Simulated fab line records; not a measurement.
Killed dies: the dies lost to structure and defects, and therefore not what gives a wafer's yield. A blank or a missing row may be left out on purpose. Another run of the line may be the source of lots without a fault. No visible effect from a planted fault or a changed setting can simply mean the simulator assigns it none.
The tool behind it: which one? + flow n5 finfet + 24 lots, 72 wafers sampled, at 3 steps of a route of 1938

== WHAT EACH GAUGE READ, for each wafer ==
N5_GATE_CUT_THK_MEAS_24.
| lot  | measured     | on            | GC_FILL_THK (nm)  |
|------|--------------|---------------|-------------------|
| L074 | day 4 18:23  | film metro-01 | 219.0 219.8 220.3 |
| L075 | day 5 01:45  | film metro-01 | 221.4 221.0 224.5 |
| L076 | day 5 13:53  | film metro-02 | 216.8 221.4 219.3 |
| L077 | day 5 16:12  | film metro-01 | 218.8 218.6 221.9 |
| L079 | day 5 23:28  | film metro-01 | 217.7 217.5 220.5 |
| L078 | day 6 00:28  | film metro-02 | 216.2 217.9 218.6 |
| L080 | day 6 12:32  | film metro-01 | 222.7 220.8 219.9 |
| L081 | day 6 13:23  | film metro-01 | 218.7 221.8 222.0 |
| L082 | day 6 19:05  | film metro-01 | 219.4 218.4 219.5 |
| L083 | day 7 02:46  | film metro-02 | 217.4 222.1 219.8 |
| L084 | day 7 05:27  | film metro-01 | 221.1 220.4 223.5 |
| L085 | day 7 11:34  | film metro-02 | 215.6 219.8 218.9 |
| L086 | day 7 22:11  | film metro-01 | 219.5 221.6 220.1 |
| L087 | day 8 00:01  | film metro-02 | 218.9 219.4 220.3 |
| L088 | day 8 05:38  | film metro-02 | 222.0 219.3 223.9 |
| L089 | day 8 11:16  | film metro-01 | 218.3 220.5 220.7 |
| L090 | day 8 16:03  | film metro-01 | 220.7 221.8 225.5 |
| L091 | day 8 18:16  | film metro-02 | 219.9 221.3 223.2 |
| L092 | day 9 03:41  | film metro-02 | 218.2 214.3 220.6 |
| L093 | day 9 08:05  | film metro-01 | 218.7 222.3 221.2 |
| L094 | day 9 20:37  | film metro-01 | 217.1 220.9 218.7 |
| L095 | day 10 12:24 | film metro-02 | 218.0 219.4 221.8 |
| L096 | day 10 20:13 | film metro-02 | 220.1 221.4 218.6 |
| L097 | day 11 08:31 | film metro-01 | 215.7 216.3 219.3 |

N5_MOL_CONTACT_COAG_CD_MEAS_08: the cd target is 28 nm.
| lot  | measured     | on        | cd nm (nm)        |
|------|--------------|-----------|-------------------|
| L074 | day 4 19:33  | cd sem-01 | 28.00 28.04 28.24 |
| L075 | day 5 02:55  | cd sem-03 | 27.96 28.10 27.88 |
| L076 | day 5 15:02  | cd sem-03 | 28.02 28.11 27.80 |
| L077 | day 5 17:21  | cd sem-03 | 27.75 28.01 27.59 |
| L079 | day 6 00:30  | cd sem-01 | 28.04 28.07 27.55 |
| L078 | day 6 01:38  | cd sem-03 | 27.74 27.54 27.65 |
| L080 | day 6 13:43  | cd sem-02 | 28.33 28.05 27.92 |
| L081 | day 6 14:26  | cd sem-03 | 27.74 27.79 27.48 |
| L082 | day 6 20:15  | cd sem-01 | 27.97 28.01 27.82 |
| L083 | day 7 07:38  | cd sem-02 | 28.03 28.18 28.14 |
| L084 | day 7 06:37  | cd sem-01 | 27.57 27.84 27.89 |
| L085 | day 7 12:57  | cd sem-01 | 27.94 28.21 27.69 |
| L086 | day 7 23:13  | cd sem-02 | 27.89 28.05 28.05 |
| L087 | day 8 01:02  | cd sem-02 | 28.01 27.98 28.33 |
| L088 | day 8 06:52  | cd sem-01 | 28.04 27.77 27.90 |
| L089 | day 8 12:18  | cd sem-01 | 28.20 28.28 27.75 |
| L090 | day 8 17:05  | cd sem-03 | 28.04 28.19 27.93 |
| L091 | day 8 19:26  | cd sem-03 | 28.29 27.92 28.07 |
| L092 | day 9 04:43  | cd sem-01 | 28.59 28.13 28.11 |
| L093 | day 9 09:07  | cd sem-02 | 27.77 28.18 27.71 |
| L094 | day 9 21:40  | cd sem-02 | 27.56 28.16 27.84 |
| L095 | day 10 13:34 | cd sem-02 | 28.35 28.19 28.21 |
| L096 | day 10 21:26 | cd sem-03 | 27.97 28.02 28.15 |
| L097 | day 11 09:34 | cd sem-03 | 28.07 27.62 27.93 |

== TOOL THAT RAN EACH LOT (tool first, then ch and the chambers of the sampled wafers, then the start) ==
| lot  | N5_GATE_CUT_CMP_43           |
|------|------------------------------|
| L074 | cmp-04 ch 0,1, day 4 18:30   |
| L075 | cmp-03 ch 0,1, day 5 01:52   |
| L076 | cmp-04 ch 0,1,2, day 5 14:04 |
| L077 | cmp-04 ch 1,3, day 5 16:23   |
| L079 | cmp-03 ch 0,1, day 5 23:34   |
| L078 | cmp-04 ch 0,1,2, day 6 00:30 |
| L080 | cmp-02 ch 0,3, day 6 12:39   |
| L081 | cmp-02 ch 0,3, day 6 13:29   |
| L082 | cmp-03 ch 1,3, day 6 19:07   |
| L083 | cmp-03 ch 0,1,3, day 7 02:58 |
| L084 | cmp-04 ch 0,1,3, day 7 05:29 |
| L085 | cmp-04 ch 1,2,3, day 7 11:49 |
| L086 | cmp-04 ch 0,2,3, day 7 22:17 |
| L087 | cmp-03 ch 0,1,3, day 8 00:02 |
| L088 | cmp-04 ch 0,1,3, day 8 05:44 |
| L089 | cmp-04 ch 1,2,3, day 8 11:17 |
| L090 | cmp-04 ch 0,1,2, day 8 16:14 |
| L091 | cmp-03 ch 1,2, day 8 18:22   |
| L092 | cmp-02 ch 0,2,3, day 9 03:47 |
| L093 | cmp-03 ch 0,1,2, day 9 08:07 |
| L094 | cmp-02 ch 2,3, day 9 20:43   |
| L095 | cmp-02 ch 2,3, day 10 12:26  |
| L096 | cmp-03 ch 0,3, day 10 20:15  |
| L097 | cmp-04 ch 2,3, day 11 08:33  |
- N5_GATE_CUT_CMP_43: polishes SiO2.

== WHAT THE TOOLS THEMSELVES READ (means of the sampled wafers that have a number; where no wafer has one, the mark that the record gives instead) ==
N5_GATE_CUT_CMP_43.
| lot  | tool   | motor current A (A) | slurry filter dp kPa (kPa) | slurry flow ml min |
|------|--------|---------------------|----------------------------|--------------------|
| L074 | cmp-04 | 11.6                | 13.51                      | 150.0              |
| L075 | cmp-03 | 11.4                | 13.55                      | 150.0              |
| L076 | cmp-04 | 11.7                | 13.58                      | 149.7              |
| L077 | cmp-04 | 12.0                | 13.39                      | 149.8              |
| L079 | cmp-03 | 11.0                | 13.33                      | 150.1              |
| L078 | cmp-04 | 12.2                | 13.47                      | 150.0              |
| L080 | cmp-02 | 11.8                | 13.45                      | 150.4              |
| L081 | cmp-02 | 12.2                | 13.50                      | 150.1              |
| L082 | cmp-03 | 11.5                | 13.51                      | 149.6              |
| L083 | cmp-03 | 11.6                | 13.49                      | 150.0              |
| L084 | cmp-04 | 12.5                | 13.45                      | 150.4              |
| L085 | cmp-04 | 11.7                | 13.50                      | 149.7              |
| L086 | cmp-04 | 12.4                | 13.61                      | 150.0              |
| L087 | cmp-03 | 11.5                | 13.47                      | 150.0              |
| L088 | cmp-04 | 12.5                | 13.44                      | 150.5              |
| L089 | cmp-04 | 11.9                | 13.48                      | 149.7              |
| L090 | cmp-04 | 12.0                | 13.46                      | 150.2              |
| L091 | cmp-03 | 11.9                | 13.55                      | 150.4              |
| L092 | cmp-02 | 12.3                | 13.43                      | 150.2              |
| L093 | cmp-03 | 11.8                | 13.50                      | 150.0              |
| L094 | cmp-02 | 12.2                | 13.57                      | 149.9              |
| L095 | cmp-02 | 11.3                | 13.56                      | 150.3              |
| L096 | cmp-03 | 11.3                | 13.39                      | 150.0              |
| L097 | cmp-04 | 12.5                | 13.55                      | 149.7              |

== THE ANSWER, worked out from the rows above alone ==
Rule: what is usual is taken from the lots themselves. Put in order of their means at a reading, lots are off if they are a third of the lots or fewer, leave a main group of 4 or more, and stand apart from it by a gap of 3 or more times the standard deviation of the main group's means; of several such gaps the widest counts. The tables above print the reading to a certain number of digits; a main group whose means all agree to those digits is not used. A lot without any number at a reading at which 4 lots or more have one is off too. The other lots that the step has rows for count as sound. First the gauges in route order, then the tools' own readings, where a lot's mean is used as printed above. At the first step where some lot is off, the reading lying furthest off is the one used; lots without a number count as furthest.
No lot is off on any of the readings shown, so nothing can be concluded from this.

== WHAT HAD BEEN PUT IN BY THE SIMULATOR ==
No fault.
